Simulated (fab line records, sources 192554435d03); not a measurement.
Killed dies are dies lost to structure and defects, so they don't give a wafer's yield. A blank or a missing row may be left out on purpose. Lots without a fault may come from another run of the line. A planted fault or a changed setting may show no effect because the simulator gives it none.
fab line records | flow n5_finfet
record lots=9 wafers=27 last_day=18
route steps=1938 shown ILD0@340 SDB@353 BEOL_M4@1111 PASSIVATION@1936
lots that met no fault: from a run of the same line without faults
start_h: hours from the record's first day to the start of the lot's first wafer shown | wait_h: hours since the lot's step before | " the same as in the row above | L1.1+2: a row that stands for several wafers | - no value, or no start given | * or withheld: withheld | < > ~ a bound
route shown NAME@n: a module of which the file shows steps, and the number in the route of the first | usual: mean/standard deviation of fault-free wafers | same: alike in all rows | chamber/n: place in a boat | sites: the reading at each site | _std_site: their standard deviation | _edge_site: outer sites' mean less inner sites' | radius_mm: how far each site lies from the wafer's centre | mask NAME#n: copy n | behind: the tool/chamber that last shaped the wafer | hold: why the lot was held/for how many hours/how that ended | device: the transistor (n, p or np) that didn't switch | end of line: the same wafers' tests at the end of the route | a step without rows: its recipe alone | killed: dies lost to structure and defects at the first sort, not the wafer's yield | map: a wafer's dies, x killed, . not, _ none there
set.NAME: the setting as run; set.NAME@STEP: as run at that earlier step | model.NAME: the simulator's own value behind a step, which no gauge read
steps of the route over a sample of lots; a table a step, a row a wafer
services: from which hour (start_h, from the record's first day; less than 0 if before it) a tool's chamber was out of use, for how many hours, and why
## steps
# step N5_ILD0_CMP_07
# recipe stop_on=poly-Si material=SiO2_flowable t_overpolish_s=1.18 post_cmp_clean=alkaline_brush down_force_psi=4.1491 platen_rpm=51.796 pad_velocity_m_s=1.0306 target_thk_nm=138.88
# usual motor_current_A=13.0/1.6
# columns lot.wafer tool chamber start_h wait_h motor_current_A
L496.2 cmp-02 2 77.65 0.0 13.4
L496.4 " 1 " " 13.4
L496.5 " 3 " " 10.9
L497.3 cmp-02 2 80.22 0.1 14.0
L497.6 " 3 " " 11.2
L497.5 " 0 " " 12.3
L498.4 cmp-03 3 86.66 0.1 13.1
L498.1 " 0 " " 11.9
L498.5 " 3 " " 12.6
L506.4 cmp-02 2 134.27 0.1 14.6
L506.3 " 3 " " 11.3
L506.5 " 0 " " 11.4
L511.3 cmp-03 1 164.33 0.0 12.9
L511.4 " 2 " " 15.7
L511.6 " 1 " " 13.0
L513.1 cmp-01 1 175.40 0.1 13.2
L513.4 " 2 " " 9.6
L513.6 " 3 " " 16.5
L514.2 cmp-03 0 181.79 0.0 12.1
L514.3 " 1 " " 12.5
L514.1 " 2 " " 14.7
L516.4 cmp-02 0 192.56 0.0 12.5
L516.1 " 1 " " 13.7
L516.3 " 2 " " 13.3
L517.1 cmp-02 2 201.25 0.0 13.7
L517.3 " 3 " " 11.5
L517.6 " 3 " " 11.2
# step N5_ILD0_THK_MEAS_13
# usual thk_nm=17.5/1.1
# columns lot.wafer tool chamber start_h wait_h thk_nm
L496.2 film_metro-02 - 81.22 - 17.0
L496.4 " - " " 16.6
L496.5 " - " " 15.7
L497.3 film_metro-01 - 83.62 - 18.4
L497.5 " - " " 16.8
L497.6 " - " " 16.5
L498.1 film_metro-02 - 91.41 - 17.0
L498.4 " - " " 16.8
L498.5 " - " " 17.2
L506.3 film_metro-02 - 137.71 - 18.1
L506.4 " - " " 17.3
L506.5 " - " " 17.1
L511.3 film_metro-01 - 167.85 - 16.9
L511.4 " - " " 16.5
L511.6 " - " " 17.0
L513.1 film_metro-01 - 179.18 - 16.6
L513.4 " - " " 18.1
L513.6 " - " " 15.9
L514.1 film_metro-02 - 185.31 - 18.9
L514.2 " - " " 18.4
L514.3 " - " " 18.6
L516.1 film_metro-01 - 196.62 - 18.5
L516.3 " - " " 18.7
L516.4 " - " " 18.2
L517.1 film_metro-01 - 204.75 - 19.8
L517.3 " - " " 18.3
L517.6 " - " " 18.5
# step N5_SDB_EXPOSE_08
# recipe mask_id=SDB na=1.35 source_shape=conventional sigma_outer=0.5 polarization=unpolarized dose_mj=49.6
# usual reticle_temp_C=23.03/0.1
# columns lot.wafer tool chamber start_h wait_h mask reticle_temp_C
L496.2 arfi_scanner-03 0 81.62 - SDB#0 23.24
L496.4 " 0 " " SDB#0 23.26
L496.5 " 0 " " SDB#0 23.17
L497.3 arfi_scanner-02 0 84.01 - SDB#0 22.98
L497.5 " 0 " " SDB#0 23.11
L497.6 " 0 " " SDB#0 23.10
L498.1 arfi_scanner-03 0 91.82 - SDB#0 23.06
L498.4 " 0 " " SDB#0 23.04
L498.5 " 0 " " SDB#0 23.10
L506.3 arfi_scanner-02 0 138.11 - SDB#0 22.95
L506.4 " 0 " " SDB#0 23.09
L506.5 " 0 " " SDB#0 22.91
L511.3 arfi_scanner-02 0 168.12 - SDB#0 22.87
L511.4 " 0 " " SDB#0 23.12
L511.6 " 0 " " SDB#0 22.92
L513.1 arfi_scanner-03 0 179.44 - SDB#0 23.02
L513.4 " 0 " " SDB#0 23.07
L513.6 " 0 " " SDB#0 23.15
L514.1 arfi_scanner-02 0 185.72 - SDB#0 23.29
L514.2 " 0 " " SDB#0 23.05
L514.3 " 0 " " SDB#0 22.91
L516.1 arfi_scanner-03 0 197.01 - SDB#0 23.09
L516.3 " 0 " " SDB#0 22.75
L516.4 " 0 " " SDB#0 23.05
L517.1 arfi_scanner-03 0 205.04 - SDB#0 23.00
L517.3 " 0 " " SDB#0 23.04
L517.6 " 0 " " SDB#0 23.19
# step N5_SDB_OVL_MEAS_12
# recipe points_per_wafer=44
# usual SDB_OVL=0.3/0.75
# columns lot.wafer tool chamber start_h wait_h SDB_OVL[nm]
L496.2 overlay-02 0 81.77 0.0 0.8
L496.4 " 0 " " 0.8
L496.5 " 0 " " 1.4
L497.3 overlay-01 0 84.16 0.0 0.6
L497.5 " 0 " " 1.2
L497.6 " 0 " " 0.1
L498.1 overlay-01 0 91.98 0.0 1.0
L498.4 " 0 " " -0.7
L498.5 " 0 " " -1.0
L506.3 overlay-01 0 138.25 0.0 1.3
L506.4 " 0 " " 0.6
L506.5 " 0 " " 0.5
L511.3 overlay-01 0 168.26 0.0 12.5
L511.4 " 0 " " 12.3
L511.6 " 0 " " 12.7
L513.1 overlay-02 0 179.59 0.0 0.6
L513.4 " 0 " " 0.2
L513.6 " 0 " " -1.0
L514.1 overlay-02 0 185.88 0.0 11.4
L514.2 " 0 " " 11.9
L514.3 " 0 " " 12.6
L516.1 overlay-02 0 197.17 0.0 0.4
L516.3 " 0 " " 0.3
L516.4 " 0 " " 0.4
L517.1 overlay-02 0 205.20 0.0 0.8
L517.3 " 0 " " 1.6
L517.6 " 0 " " 1.1
# step N5_SDB_ETCH_18
# recipe chemistry=N2/H2 target=SOC target_depth_a=1000 overetch_a=200 mask_material=SiARC temp_c=40 time_s=150 ion_energy_ev=200 pressure_mtorr=30 source_w=840 bias_w=150 n2_flow_sccm=200 h2_flow_sccm=200
# usual drypump_motor_current_A=5.8/0.46 oes_product_au=0.70/0.061 rf_vpp_V=524.7/2.9 showerhead_plenum_p_Torr=2.57/0.11 throttle_valve_pct=17.85/0.25
# columns lot.wafer tool chamber start_h wait_h drypump_motor_current_A oes_product_au rf_hours_counter_h rf_vpp_V showerhead_plenum_p_Torr throttle_valve_pct
L496.2 rie_diel-02 2 82.29 0.0 6.1 0.73 72 526.3 2.68 17.60
L496.4 " 0 " " 5.5 0.63 223 521.5 2.41 17.86
L496.5 " 0 " " 5.5 0.63 - 521.9 2.41 17.86
L497.3 rie_diel-01 1 84.29 0.0 5.6 0.82 16 528.7 2.71 17.51
L497.5 " 3 " " 6.2 0.72 - 526.5 2.67 17.79
L497.6 " 2 " " 5.0 0.65 - 526.9 2.63 18.15
L498.1 rie_diel-06 1 92.11 0.0 5.0 0.62 245 522.8 2.49 17.89
L498.4 " 1 " " 5.0 0.61 - 523.3 2.49 17.89
L498.5 " 3 " " 6.4 0.71 - 524.6 2.57 18.20
L506.3 rie_diel-01 3 138.38 0.0 6.2 0.70 116 527.3 2.66 17.83
L506.4 " 2 " " 5.1 0.63 222 525.9 2.62 18.19
L506.5 " 1 " " 5.6 0.79 - 527.2 2.70 17.54
L511.3 rie_diel-02 2 168.55 0.0 6.1 0.70 106 527.5 2.67 17.66
L511.4 " 1 " " 6.5 0.63 - 526.4 2.63 18.00
L511.6 " 3 " " 5.9 0.68 - 521.8 2.44 17.61
L513.1 rie_diel-01 1 179.72 0.0 5.6 0.77 53 527.6 2.69 17.58
L513.4 " 3 " " 6.2 0.70 129 528.7 2.66 17.85
L513.6 " 1 " " 5.6 0.76 - 527.2 2.69 17.59
L514.1 rie_diel-01 1 186.01 0.0 5.6 0.75 55 526.5 2.69 17.57
L514.2 " 0 " " 5.6 0.66 181 521.1 2.42 18.06
L514.3 " 3 " " 6.2 0.69 131 526.4 2.66 17.84
L516.1 rie_diel-02 2 197.29 0.0 6.1 0.70 118 527.0 2.66 17.69
L516.3 " 0 " " 5.5 0.86 4 528.9 2.71 17.51
L516.4 " 0 " " 5.5 0.86 - 528.9 2.71 17.51
L517.1 rie_diel-01 2 205.33 0.0 5.0 0.62 240 526.1 2.61 18.21
L517.3 " 1 " " 5.6 0.75 65 527.8 2.69 17.59
L517.6 " 1 " " 5.6 0.75 - 527.7 2.69 17.60
# step N5_BEOL_M4_RC_MEAS_101
# usual DIBL_N=36.5/1.4 DIBL_P=36.6/1.6 IOFF_N=0.160/0.024 IOFF_P=0.217/0.029 ION_N=674/8.7 ION_P=464/6.5 SS_N=71.6/0.47 SS_P=73.4/0.57 VT_N=250.0/2.5 VT_P=-250/3.1
# columns lot.wafer tool chamber start_h wait_h DIBL_N[mV/V] DIBL_P[mV/V] IOFF_N[nA/um] IOFF_P[nA/um] ION_N[uA/um] ION_P[uA/um] SS_N[mV/dec] SS_P[mV/dec] VT_N[mV] VT_P[mV]
L496.2 prober-01 0 185.60 0.2 36.9 37.8 0.177 0.222 669 460 71.7 73.2 248.6 -249
L496.4 " 0 " " 34.8 34.3 0.138 0.175 678 463 70.9 73.1 253.1 -252
L496.5 " 0 " " 37.4 37.7 0.188 0.220 690 466 71.8 74.0 247.8 -250
L497.3 prober-02 0 193.68 0.3 34.9 35.5 0.155 0.228 680 471 71.6 73.5 249.3 -249
L497.5 " 0 " " 33.5 33.6 0.128 0.191 667 466 71.3 72.9 252.2 -252
L497.6 " 0 " " 35.1 36.0 0.159 0.224 687 471 72.0 73.1 249.7 -247
L498.1 prober-01 0 195.34 0.0 37.1 37.2 0.180 0.253 687 474 71.6 73.5 247.7 -247
L498.4 " 0 " " 36.6 36.7 0.178 0.256 675 468 71.7 72.6 247.2 -246
L498.5 " 0 " " 36.3 36.3 0.169 0.241 684 475 71.6 73.6 244.9 -245
L506.3 prober-01 0 244.15 0.3 35.7 35.4 0.134 0.212 666 469 70.7 72.5 251.2 -249
L506.4 " 0 " " 37.9 37.3 0.174 0.239 681 465 72.1 73.1 249.5 -246
L506.5 " 0 " " 36.0 35.4 0.140 0.210 675 468 71.0 72.9 249.9 -249
L511.3 prober-02 0 270.46 0.3 35.3 34.2 0.112 0.167 653 454 71.0 72.3 253.4 -255
L511.4 " 0 " " 36.1 35.6 0.127 0.185 663 462 71.2 73.1 254.9 -252
L511.6 " 0 " " 35.7 35.5 0.127 0.185 666 462 71.4 73.3 253.7 -252
L513.1 prober-02 0 288.97 0.0 36.2 36.9 0.150 0.209 667 461 72.2 73.3 252.9 -251
L513.4 " 0 " " 35.5 36.7 0.149 0.202 673 465 71.7 73.1 250.4 -252
L513.6 " 0 " " 36.5 37.8 0.161 0.225 674 464 72.0 73.4 252.8 -250
L514.1 prober-01 0 294.50 0.0 36.0 36.0 0.152 0.212 674 466 71.5 72.5 253.1 -250
L514.2 " 0 " " 35.5 34.9 0.131 0.190 667 456 71.3 72.5 253.4 -251
L514.3 " 0 " " 34.7 33.0 0.125 0.175 667 465 71.0 72.0 252.4 -250
L516.1 prober-01 0 301.14 0.0 35.8 38.6 0.164 0.217 677 454 71.6 73.5 248.1 -249
L516.3 " 0 " " 34.8 37.1 0.143 0.193 677 461 70.9 73.4 252.1 -250
L516.4 " 0 " " 37.9 40.1 0.199 0.236 686 458 73.0 74.4 248.2 -249
L517.1 prober-02 0 304.14 0.0 37.0 36.3 0.169 0.218 677 459 72.2 72.9 249.2 -251
L517.3 " 0 " " 36.4 36.3 0.166 0.213 682 464 71.4 74.0 247.6 -252
L517.6 " 0 " " 36.7 36.4 0.173 0.222 680 464 72.0 73.8 247.2 -249
# step N5_PASSIVATION_PROBE_49
# usual defect_limited_yield=91.2/1.4 killed_at_M0_to_M3=34/9.4 killed_at_M4_up=13/5.8 killed_at_contacts=13/6.4 killed_at_front_end=41/11 killed_at_other=3.1/2.3 killed_dies=103/16 killed_on_rim=13/3.4 killed_open=69/12 killed_short=33/7.8 sort_bin_5_function=5.1/0.91 sort_bin_6_memory=3.3/0.63 sort_n_pass=1077/16 sort_yield_pct=91.2/1.4
# same gross_dies=1180 killed_at_back_side=0 sort_bin_4_leakage[%]=0 sort_bin_8_speed[%]=0
# columns lot.wafer tool chamber start_h wait_h defect_limited_yield[%] killed_at_M0_to_M3 killed_at_M4_up killed_at_contacts killed_at_front_end killed_at_other killed_dies killed_on_rim killed_open killed_short sort_bin_5_function[%] sort_bin_6_memory[%] sort_n_pass sort_yield_pct[%]
L496.2 prober-02 - 283.83 0.1 90.8 32 9 10 58 0 109 18 82 26 5.7 3.4 1071 90.8
L496.4 prober-02 - 283.93 0.2 89.6 33 7 16 64 3 123 13 84 38 6.6 3.4 1057 89.6
L496.5 prober-02 - 283.98 0.2 90.9 32 6 13 54 2 107 13 84 22 5.3 3.7 1073 90.9
L506.3 prober-02 - 342.91 0.1 93.1 32 13 9 25 2 81 11 49 31 3.6 3.0 1099 93.1
L506.4 prober-02 - 342.96 0.2 89.6 35 13 8 65 2 123 10 73 49 5.7 4.2 1057 89.6
L506.5 prober-02 - 343.01 0.2 90.6 44 19 7 38 3 111 15 74 37 5.3 3.9 1069 90.6
L514.1 prober-02 - 386.68 0.0 0 48 7 15 1109 1 1180 152 70 42 52.9 3.3 0 0
L514.2 prober-02 - 386.73 0.1 0 32 16 12 1118 2 1180 152 71 25 53.1 3.2 0 0
L514.3 prober-02 - 386.78 0.1 0 29 17 23 1111 0 1180 152 71 37 50.8 4.2 0 0
L516.1 prober-01 - 400.81 0.0 91.4 31 12 19 39 0 101 15 68 32 4.6 3.6 1079 91.4
L516.3 prober-01 - 400.91 0.1 91.9 12 18 12 46 7 95 8 70 25 4.5 3.2 1085 91.9
L516.4 prober-01 - 400.96 0.2 93.1 19 10 12 39 1 81 9 57 22 4.1 2.6 1099 93.1
L517.1 prober-01 - 411.76 0.0 90.2 36 15 23 38 4 116 18 86 27 5.8 3.6 1064 90.2
L517.3 prober-01 - 411.86 0.1 93.5 27 9 10 28 3 77 8 54 22 4.2 2.0 1103 93.5
L517.6 prober-01 - 412.01 0.3 91.4 23 20 7 51 0 101 9 60 38 5.3 2.8 1079 91.4
L511.3 prober-01 - 426.02 0.1 0 28 8 6 1132 6 1180 152 72 35 53.2 3.2 0 0
L511.4 prober-01 - 426.07 0.2 0 33 16 2 1123 6 1180 152 57 42 51.7 3.9 0 0
L511.6 prober-01 - 426.17 0.3 0 38 10 6 1122 4 1180 152 67 32 49.2 2.6 0 0
# killed by level:class
L496.2 STI_FIN_REVEAL:geometric_particle:open=19 FIN_SAQP:geometric_particle:open=15 BEOL_M2:geometric_particle:open=11 MOL_CONTACT_COAG:geometric_particle:open=8 BEOL_M1:geometric_particle:open=6 FIN_SAQP:geometric_particle:short=5 BEOL_M0_SAQP:geometric_particle:open=5 BEOL_M0_SAQP:geometric_particle:short=5
L496.4 MOL_CONTACT_COAG:geometric_particle:open=15 FIN_SAQP:geometric_particle:open=14 STI_FIN_REVEAL:geometric_particle:open=14 FIN_SAQP:geometric_particle:short=10 BEOL_M1:geometric_particle:short=8 BEOL_M2:geometric_particle:open=7 ILD0:geometric_particle:open=5 BEOL_M0_SAQP:geometric_particle:open=5
L496.5 STI_FIN_REVEAL:geometric_particle:open=18 MOL_CONTACT_COAG:geometric_particle:open=13 FIN_SAQP:geometric_particle:open=12 BEOL_M0_SAQP:geometric_particle:open=9 STARTING-WAFER:geometric_particle:open=6 FIN_SAQP:geometric_particle:short=5 BEOL_M0:geometric_particle:open=5 BEOL_M2:geometric_particle:open=5
L506.3 BEOL_M0_SAQP:geometric_particle:short=8 MOL_CONTACT_COAG:geometric_particle:open=7 STI_FIN_REVEAL:geometric_particle:open=6 BEOL_M3:geometric_particle:open=6 BEOL_M1:geometric_particle:open=5 BEOL_M2:geometric_particle:open=5 GATE_CUT:geometric_particle:short=4 FIN_SAQP:geometric_particle:short=3
L506.4 FIN_SAQP:geometric_particle:short=15 STI_FIN_REVEAL:geometric_particle:open=12 BEOL_M0_SAQP:geometric_particle:open=10 FIN_SAQP:geometric_particle:open=9 BEOL_M0_SAQP:geometric_particle:short=8 MOL_CONTACT_COAG:geometric_particle:open=7 GATE_CUT:geometric_particle:open=6 DUMMY_GATE:geometric_particle:open=5
L506.5 BEOL_M3:geometric_particle:open=12 BEOL_M0_SAQP:geometric_particle:short=10 BEOL_M0_SAQP:geometric_particle:open=9 DUMMY_GATE:geometric_particle:open=8 FIN_SAQP:geometric_particle:short=7 BEOL_M2:geometric_particle:open=6 BEOL_M4:geometric_particle:open=6 BEOL_M5:geometric_particle:open=6
L514.1 SDB:overlay=1066 FIN_SAQP:geometric_particle:open=11 MOL_CONTACT_COAG:geometric_particle:open=11 BEOL_M3:geometric_particle:open=11 BEOL_M0_SAQP:geometric_particle:short=9 STI_FIN_REVEAL:geometric_particle:open=7 BEOL_M0_SAQP:geometric_particle:open=7 FIN_SAQP:geometric_particle:short=6
L514.2 SDB:overlay=1081 BEOL_M3:geometric_particle:open=15 MOL_CONTACT_COAG:geometric_particle:open=11 FIN_SAQP:geometric_particle:open=8 GATE_CUT:geometric_particle:open=8 STI_FIN_REVEAL:geometric_particle:open=7 BEOL_M7:geometric_particle:open=4 BEOL_M3:geometric_particle:short=4
L514.3 SDB:overlay=1070 MOL_CONTACT_COAG:geometric_particle:open=14 STI_FIN_REVEAL:geometric_particle:open=12 MOL_CONTACT_COAG:geometric_particle:short=9 BEOL_M1:geometric_particle:open=8 FIN_SAQP:geometric_particle:short=7 BEOL_M0_SAQP:geometric_particle:open=5 BEOL_M7:geometric_particle:open=5
L516.1 MOL_CONTACT_COAG:geometric_particle:open=14 FIN_SAQP:geometric_particle:open=11 BEOL_M4:geometric_particle:open=10 FIN_SAQP:geometric_particle:short=9 STI_FIN_REVEAL:geometric_particle:open=8 BEOL_M2:geometric_particle:open=8 BEOL_M0_SAQP:geometric_particle:open=6 BEOL_M3:geometric_particle:open=6
L516.3 FIN_SAQP:geometric_particle:open=21 BEOL_M4:geometric_particle:open=11 MOL_CONTACT_COAG:geometric_particle:open=9 GATE_CUT:geometric_particle:short=6 BEOL_M0_SAQP:geometric_particle:open=6 STI_FIN_REVEAL:geometric_particle:open=5 FIN_SAQP:geometric_particle:short=4 DUMMY_GATE:geometric_particle:open=3
L516.4 MOL_CONTACT_COAG:geometric_particle:open=10 FIN_SAQP:geometric_particle:open=9 STI_FIN_REVEAL:geometric_particle:open=7 BEOL_M4:geometric_particle:open=7 FIN_SAQP:geometric_particle:short=6 BEOL_M1:geometric_particle:open=5 STARTING-WAFER:geometric_particle:short=5 BEOL_M2:geometric_particle:open=4
L517.1 MOL_CONTACT_COAG:geometric_particle:open=21 BEOL_M1:geometric_particle:open=10 BEOL_M2:geometric_particle:open=9 BEOL_M3:geometric_particle:open=7 GATE_CUT:geometric_particle:short=6 FIN_SAQP:geometric_particle:short=4 STI_FIN_REVEAL:geometric_particle:open=4 GATE_CUT:geometric_particle:open=4
L517.3 BEOL_M1:geometric_particle:open=10 MOL_CONTACT_COAG:geometric_particle:open=8 FIN_SAQP:geometric_particle:short=6 BEOL_M0_SAQP:geometric_particle:open=6 FIN_SAQP:geometric_particle:open=4 GATE_CUT:geometric_particle:open=4 STARTING-WAFER:geometric_particle:open=4 BEOL_M1:geometric_particle:short=3
L517.6 FIN_SAQP:geometric_particle:short=14 FIN_SAQP:geometric_particle:open=10 MOL_CONTACT_COAG:geometric_particle:open=6 BEOL_M0_SAQP:geometric_particle:short=6 BEOL_M2:geometric_particle:open=6 BEOL_M6:geometric_particle:open=5 STI_FIN_REVEAL:geometric_particle:open=4 ILD0:geometric_particle:short=4
L511.3 SDB:overlay=1073 FIN_SAQP:geometric_particle:open=23 FIN_SAQP:geometric_particle:short=11 BEOL_M2:geometric_particle:open=9 STI_FIN_REVEAL:geometric_particle:open=8 BEOL_M1:geometric_particle:open=8 MOL_CONTACT_COAG:geometric_particle:open=6 DUMMY_GATE:geometric_particle:short=4
L511.4 SDB:overlay=1078 FIN_SAQP:geometric_particle:short=11 FIN_SAQP:geometric_particle:open=10 GATE_CUT:geometric_particle:short=7 BEOL_M0_SAQP:geometric_particle:open=7 BEOL_M2:geometric_particle:open=6 BEOL_M0_SAQP:geometric_particle:short=6 BEOL_M4:geometric_particle:open=5
L511.6 SDB:overlay=1081 FIN_SAQP:geometric_particle:open=15 BEOL_M0_SAQP:geometric_particle:open=9 BEOL_M2:geometric_particle:open=8 GATE_CUT:geometric_particle:short=7 BEOL_M0_SAQP:geometric_particle:short=6 BEOL_M1:geometric_particle:open=6 MOL_CONTACT_COAG:geometric_particle:open=5
## services
# columns tool chamber start_h hours kind
rie_diel-06 - 57.20 3.8 repair
rie_diel-01 1 64.71 3.8 repair
arfi_scanner-03 - 65.00 0.8 pm
cmp-03 - 72.45 0.3 repair
cmp-03 - 94.83 0.4 repair
arfi_scanner-02 - 103.04 0.8 pm
arfi_scanner-02 - 108.00 6.0 pm
arfi_scanner-02 - 114.00 1.3 pm
arfi_scanner-03 - 115.30 1.3 pm
cmp-02 - 117.19 3.8 repair
arfi_scanner-03 - 134.79 1.3 repair
arfi_scanner-02 - 142.85 1.0 pm
arfi_scanner-03 - 146.12 0.9 repair
arfi_scanner-03 - 148.21 3.1 pm
arfi_scanner-03 - 160.71 4.9 pm
rie_diel-02 - 161.27 0.4 repair
cmp-02 - 172.36 4.9 pm
rie_diel-01 2 185.30 17.7 repair
arfi_scanner-03 - 190.18 1.0 pm
cmp-02 - 194.36 2.7 repair
rie_diel-02 1 195.81 5.5 repair
arfi_scanner-03 - 197.98 1.0 pm
rie_diel-02 3 198.03 6.0 repair
cmp-03 - 198.27 1.0 repair
## key
first_sign step=N5_SDB_OVL_MEAS_12 reading=SDB_OVL direction=up sigmas=16 usual=0.3 struck=12.2
effect step=N5_PASSIVATION_PROBE_49 reading=killed_at_front_end direction=up sigmas=95 usual=41 struck=1119
more_kills_born_at N5_SDB_EXPOSE_08@arfi_scanner-02=6449
met_at N5_SDB_EXPOSE_08
struck_lots L511,L514
not_acting_at N5_ILD0_CMP_07,N5_ILD0_THK_MEAS_13,N5_SDB_ETCH_18
onset_between 138.11 168.12
fault kind=scanner_matching_overlay tool=arfi_scanner-02 chamber=- onset_h=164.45 steps=N5_SDB_EXPOSE_08 offset=12.034
